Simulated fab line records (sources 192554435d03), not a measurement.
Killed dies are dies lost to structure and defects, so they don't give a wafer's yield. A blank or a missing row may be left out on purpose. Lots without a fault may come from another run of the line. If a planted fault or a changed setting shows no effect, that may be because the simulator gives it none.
Matching of chambers | flow n5_finfet | 4 sister chambers for N5_GATE_CUT_CMP_02 on cmp-04
The step polishes, stops on SiO2, t overpolish 12.7 s, target thk 0 nm. 4 wafers are shown with their chamber, then 12 later ones without.

== EACH WAFER AND ITS CHAMBER ==
wafer  | chamber | motor_current_A (A)
L083.2 | 2       | 8.9
L084.6 | 1       | 8.6
L088.4 | 0       | 10.3
L088.5 | 3       | 8.8

== WAFERS MISSING THEIR CHAMBER ==
wafer  | motor_current_A (A)
L089.3 | 8.5
L089.5 | 8.5
L089.6 | 9.1
L091.2 | 10.3
L091.3 | 8.9
L091.6 | 10.5
L092.2 | 8.3
L092.3 | 8.6
L092.4 | 9.1
L097.1 | 9.1
L097.4 | 7.6
L097.5 | 9.0

== CHAMBER TAKEN BY EACH ==
wafer  | from the rows above          | in truth
L089.3 | can't be placed: 1 or 3 or 2 | 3
L089.5 | can't be placed: 1 or 3 or 2 | 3
L089.6 | can't be placed: 2 or 3 or 1 | 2
L091.2 | 0                            | 0
L091.3 | can't be placed: 2 or 3 or 1 | 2
L091.6 | 0                            | 0
L092.2 | can't be placed: 1 or 3 or 2 | 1
L092.3 | can't be placed: 1 or 3 or 2 | 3
L092.4 | can't be placed: 2 or 3 or 1 | 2
L097.1 | can't be placed: 2 or 3 or 1 | 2
L097.4 | can't be placed: 1 or 3 or 2 | 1
L097.5 | can't be placed: 2 or 3 or 1 | 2
Placed correctly: 2 of 12. Can't be placed from these rows: 10 (the true chamber is among the candidates in 10). Number placed wrongly: 0.
How it was worked out, from the rows above alone: a wafer's distance from a chamber is the root of the sum, over the readings, of the square of ((its reading less the chamber's mean) divided by the reading's scatter). If the next closest chamber is less than 2 further off than the closest, the wafer can't be placed; otherwise it belongs to the closest. Each chamber's mean is taken over the wafers shown for it. The scatter: with one shown wafer a chamber, the root of the mean of the squares of how far each hidden wafer lies from its nearest shown one.
